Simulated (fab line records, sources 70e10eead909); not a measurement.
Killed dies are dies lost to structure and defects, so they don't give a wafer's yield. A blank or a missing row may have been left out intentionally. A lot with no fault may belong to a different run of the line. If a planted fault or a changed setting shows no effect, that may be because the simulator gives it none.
Chamber matching | flow nand-harc | NHARC_A_CHANNEL_FILL_D1_CMP_10 on cmp-01: 4 sister chambers
The step polishes, target thk 150 nm. 4 wafers are shown with their chamber, then 8 later ones without.

## WAFERS, EACH WITH ITS CHAMBER
wafer  | chamber | motor-current-A (A)
L076.3 | 0       | 13.8
L085.2 | 3       | 12.0
L085.3 | 1       | 11.1
L091.1 | 2       | 14.4

## WAFERS MISSING THEIR CHAMBER
wafer  | motor-current-A (A)
L091.4 | 13.1
L091.6 | 11.2
L094.1 | 11.8
L094.3 | 11.2
L094.4 | 13.4
L096.1 | 13.7
L096.2 | 11.8
L096.5 | 13.5

## CHAMBER TAKEN BY EACH
wafer  | from the rows above          | in truth
L091.4 | can't be placed: 0 or 3 or 2 | 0
L091.6 | 1                            | 1
L094.1 | can't be placed: 3 or 1      | 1
L094.3 | 1                            | 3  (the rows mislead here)
L094.4 | can't be placed: 0 or 2      | 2
L096.1 | can't be placed: 0 or 2      | 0
L096.2 | can't be placed: 3 or 1      | 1
L096.5 | can't be placed: 0 or 2      | 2
Placed correctly: 1 of 8. Cannot be placed on the basis of these rows: 6; the candidates contain the true chamber in 6. Wrongly placed: 1.
How it was worked out, from the rows above alone: a wafer's distance from a chamber is the root of the sum, over the readings, of the square of ((its reading less the chamber's mean) divided by the reading's scatter). If the next closest chamber is less than 2 further off than the closest, the wafer can't be placed; otherwise it belongs to the closest. The mean given for a chamber averages the wafers shown for that chamber. The scatter: root of mean squared gap, hidden wafer to nearest shown wafer, with one shown wafer a chamber.
